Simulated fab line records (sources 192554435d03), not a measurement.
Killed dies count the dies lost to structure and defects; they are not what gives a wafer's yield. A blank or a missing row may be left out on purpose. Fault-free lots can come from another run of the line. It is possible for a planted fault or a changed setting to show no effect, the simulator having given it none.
Struck lot and sound lot, side by side ; flow n5-finfet ; 36 steps out of a route of 1938
Sound: wafers L173.1, L173.4, L173.6. Struck: wafers L170.1, L170.5, L170.6. The cause is given at the end.
Per side, at each step with rows, come the tool, then ch with its chambers, and then its first start. Under that, the readings that differ: sound wafers ; struck wafers ; difference of the means ; sigmas: that difference in standard deviations of wafers without a fault.
alike: same words and numbers on both sides, and readings whose means sit less than 2 such deviations apart. not compared: any withheld reading, any reading some wafer has no value for, any bound like >300 that may hide the same value, and any number with overlapping values for which the record gives no deviation.
Wherever a step has rows on one side only, a row that says differs or no value, or a row with sigmas, the two part there. Non-overlapping numbers with no deviation appear without sigmas and do not part them. Lack of a reading on every wafer of one side parts them only where that side has two or more wafers.

first, 9 steps without rows for these wafers: N5_BEOL_M8_ILD_DEP_00 (deposits SiCOH lowk from DEMS/porogen, target thk 179.75 nm, time 33.4 s); N5_BEOL_M8_CURE_74 (cures SiCOH lowk, time 240 s); N5_BEOL_M8_PECVD_70 (deposits SiO2 from TEOS/O2, target thk 20 nm, time 22.7 s); N5_BEOL_M8_HM_DEP_02 (deposits TiN, target thk 20 nm); N5_BEOL_M8_COAT_59 (time 60 s, resist thk 100 nm); N5_BEOL_M8_COAT_60 (time 60 s, resist thk 35 nm); N5_BEOL_M8_COAT_05 (resist thk 90 nm); N5_BEOL_M8_EBR_07; N5_BEOL_M8_SOFTBAKE_06 (time 60 s).
N5_BEOL_M8_EXPOSE_08: exposes mask M8.
  sound on arfi-scanner-02 ch 0, day 12 12:14; struck on arfi-scanner-01 ch 0, day 11 16:13
reading;sound;struck;difference;sigmas
exposure-dose-mJ-cm2;68.26 68.07 68.20;74.36 74.38 74.37;+6.19;+91
  alike: mask, reticle-temp-C
then, 2 steps without rows for these wafers: N5_BEOL_M8_PEB_09 (peb time 60 s); N5_BEOL_M8_DEVELOP_10 (develop time 30 s).
N5_BEOL_M8_CD_MEAS_11 targets a cd of 38.5 nm.
  sound on cd-sem-01 ch 0, day 12 12:22; struck on cd-sem-03 ch 0, day 11 16:20
reading;sound;struck;difference;sigmas
cd-nm (nm);39.0 39.3 38.8;43.0 41.8 42.4;+3.4;+4
then, 1 step without rows for these wafers: N5_BEOL_M8_DESCUM_16 (chemistry O2, time 7.9 s).
N5_BEOL_M8_ETCH_61: etches SiARC in CF4, target depth 45.5 nm, time 75.8 s.
  sound on rie-diel-01 ch 1,2, day 12 12:29; struck on rie-diel-02 ch 0,1,2, day 11 16:28
reading;sound;struck;difference;sigmas
etch-rf-on-time-s (s);69.9 76.0 69.9;77.3 76.1 77.5;+5.0;+3
model.BEOL_M8.cd-offset-nm (nm);0.6 0.8 0.6;4.8 3.4 4;+3.4;
  alike: drypump-motor-current-A, oes-product-au, rf-vpp-V, showerhead-plenum-p-Torr, throttle-valve-pct
  not compared: rf-hours-counter-h
then, 5 steps without rows for these wafers: N5_BEOL_M8_ETCH_62 (etches SOC in N2/H2, target depth 110 nm, overetch 22 nm, time 165 s); N5_BEOL_M8_STRIP_68 (strips in N2/H2); N5_BEOL_M8_STRIP_67 (strips in CF4); N5_BEOL_M8_HM_OPEN_17 (chemistry Cl2/BCl3, target TiN, target depth 20 nm, overetch 6 nm); N5_BEOL_M8_STRIP_19 (strips in O2).
N5_BEOL_M8_CD_MEAS_18: pitch 80 nm, target cd 40 nm.
  sound on cd-sem-03 at day 12 12:55; struck on cd-sem-03 at day 11 16:53
reading;sound;struck;difference;sigmas
cd-nm (nm);40.5 40.9 41.0;44.2 43.6 44.0;+3.1;+4
then, 13 steps without rows for these wafers: N5_BEOL_M8_COAT_63 (time 60 s, resist thk 60 nm); N5_BEOL_M8_COAT_64 (time 60 s, resist thk 12 nm); N5_BEOL_M8_COAT_71 (time 60 s, resist thk 5 nm); N5_BEOL_M8_COAT_22 (resist thk 30 nm); N5_BEOL_M8_EBR_24; N5_BEOL_M8_SOFTBAKE_23 (time 60 s); N5_BEOL_M8_EXPOSE_25 (exposes mask V7, target cd 40 nm); N5_BEOL_M8_PEB_26 (peb time 60 s); N5_BEOL_M8_DEVELOP_27 (develop time 30 s); N5_BEOL_M8_DESCUM_33 (chemistry O2, time 7 s); N5_BEOL_M8_ETCH_72 (etches underlayer in N2/H2, target depth 6.5 nm, time 5.2 s); N5_BEOL_M8_ETCH_65 (etches SiARC in CF4, target depth 15.6 nm, time 26 s); N5_BEOL_M8_ETCH_66 (etches SOC in N2/H2, target depth 80 nm, overetch 16 nm, time 120 s).
-- record jumps: 2 days separate the struck wafers' starts on either side; left off in module BEOL_M8, taken up again in module BEOL_M15, whose first shown step is the route's number 1830 --
N5_BEOL_M15_RC_MEAS_101:
  sound on prober-02 ch 0, day 14 22:59; struck on prober-01 ch 0, day 13 20:29
reading;sound;struck;difference;sigmas
SERP_M8 (ohm/um);12.9 13.8 13.5;12.1 11.9 11.5;-1.6;-2
SERP_M8_max_site (ohm/um);13.3 14.3 14.1;12.7 12.1 11.9;-1.7;-2
  alike: COMB_M10, COMB_M11, COMB_M12, COMB_M13, COMB_M14, COMB_M15, COMB_M5, COMB_M6, COMB_M7, COMB_M8, COMB_M8_max_site, COMB_M9, SERP_M10, SERP_M11, SERP_M12, SERP_M12_max_site, SERP_M13, SERP_M14, SERP_M5, SERP_M6, SERP_M7, SERP_M9
N5_PASSIVATION_PROBE_49:
  sound on prober-01 at day 15 11:59; struck on prober-01 at day 14 11:41
reading;sound;struck;difference;sigmas
killed_at_M4_up;12 18 17;52 19 37;+20;+4
killed-on-rim;15 15 12;43 15 17;+11;+3
  alike: defect-limited-yield, killed_at_M0_to_M3, killed-at-contacts, killed-at-front-end, killed-at-other, killed-dies, killed-open, killed-short, sort_bin_5_function, sort_bin_6_memory, sort_bin_8_speed, sort-n-pass, sort-yield-pct

## WHERE THEY PART
Earliest at N5_BEOL_M8_EXPOSE_08; latest, in this record, at N5_PASSIVATION_PROBE_49.

WHY: whatever the simulator had introduced
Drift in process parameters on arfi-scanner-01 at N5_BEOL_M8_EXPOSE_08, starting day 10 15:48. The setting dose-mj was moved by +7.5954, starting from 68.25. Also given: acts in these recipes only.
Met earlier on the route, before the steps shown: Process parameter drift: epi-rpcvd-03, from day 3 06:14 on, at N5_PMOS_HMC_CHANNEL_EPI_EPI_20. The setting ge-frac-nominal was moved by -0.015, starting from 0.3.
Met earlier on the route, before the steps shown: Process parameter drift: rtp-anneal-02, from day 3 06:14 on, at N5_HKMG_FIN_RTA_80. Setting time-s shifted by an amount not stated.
